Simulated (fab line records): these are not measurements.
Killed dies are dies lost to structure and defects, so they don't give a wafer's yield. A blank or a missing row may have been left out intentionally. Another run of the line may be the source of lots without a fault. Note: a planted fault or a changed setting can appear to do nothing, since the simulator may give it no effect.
Which tool was responsible?	flow n5-finfet	route of 1938 steps, sampled at 1 step: 24 lots, 72 wafers

## WHAT THE GAUGES READ, wafer by wafer
N5_BEOL_M2_OVL_MEAS_12.
lot	measured	on	M2_OVL (nm)
L074	day 7 02:46	overlay-02	0.0 -0.2 0.3
L076	day 7 08:18	overlay-01	0.7 0.8 0.1
L077	day 8 03:01	overlay-01	-0.2 0.2 -1.0
L078	day 8 03:11	overlay-02	0.4 0.4 0.6
L075	day 8 06:17	overlay-02	1.7 0.1 0.6
L079	day 8 06:44	overlay-01	-0.1 -0.5 -0.5
L080	day 8 11:54	overlay-02	1.2 1.8 1.5
L081	day 8 18:17	overlay-01	0.3 0.5 -0.6
L082	day 8 18:27	overlay-01	0.6 0.5 1.3
L083	day 8 19:49	overlay-01	0.6 0.5 0.7
L085	day 9 11:16	overlay-01	0.1 0.8 0.5
L084	day 9 13:49	overlay-01	0.2 -0.2 0.0
L086	day 9 20:14	overlay-01	-0.2 1.0 0.3
L087	day 10 04:37	overlay-01	-0.1 0.1 0.6
L088	day 10 12:20	overlay-02	0.1 0.4 1.6
L089	day 10 12:37	overlay-02	0.4 0.7 1.5
L090	day 10 20:25	overlay-01	0.1 -0.2 -0.3
L091	day 10 22:05	overlay-02	0.3 0.6 0.0
L092	day 11 03:32	overlay-02	1.9 0.6 0.8
L093	day 11 05:02	overlay-01	0.1 0.3 0.1
L094	day 11 18:29	overlay-02	-0.4 0.4 0.2
L095	day 12 00:47	overlay-01	-0.6 -0.5 -0.4
L096	day 12 08:56	overlay-01	1.0 0.9 1.5
L097	day 12 09:58	overlay-02	0.2 0.6 0.8

## WHAT TOOL EACH LOT RAN ON (gives the tool, then ch and the chambers of the sampled wafers, and finally the start)
There is no process step in the record ahead of these readings.

## WHAT THE TOOLS THEMSELVES READ (means of the sampled wafers that have a number; where no wafer has one, the mark that the record gives instead)
The record holds no such reading with a usual standard deviation.

## THE ANSWER, worked out from the rows above alone
Rule: the usual values come from the lots themselves. Put in order of their means at a reading, lots are off if they are a third of the lots or fewer, leave a main group of 4 or more, and stand apart from it by a gap of 3 or more times the standard deviation of the main group's means; of several such gaps the widest counts. A main group is skipped when, at the precision printed for the reading in the tables above, its means are all equal. A lot without any number at a reading at which 4 lots or more have one is off too. Where the step has rows for the other lots, those lots are counted as sound. After the gauges, taken in route order, come the tools' own readings; for these a lot's mean is taken, as printed above. The first step at which some lot is off is used, and at that step the reading that is off furthest; a lot without a number counts as furthest.
No lot is off at any reading shown: from this, nothing can be told.

## WHAT HAD BEEN PUT IN BY THE SIMULATOR
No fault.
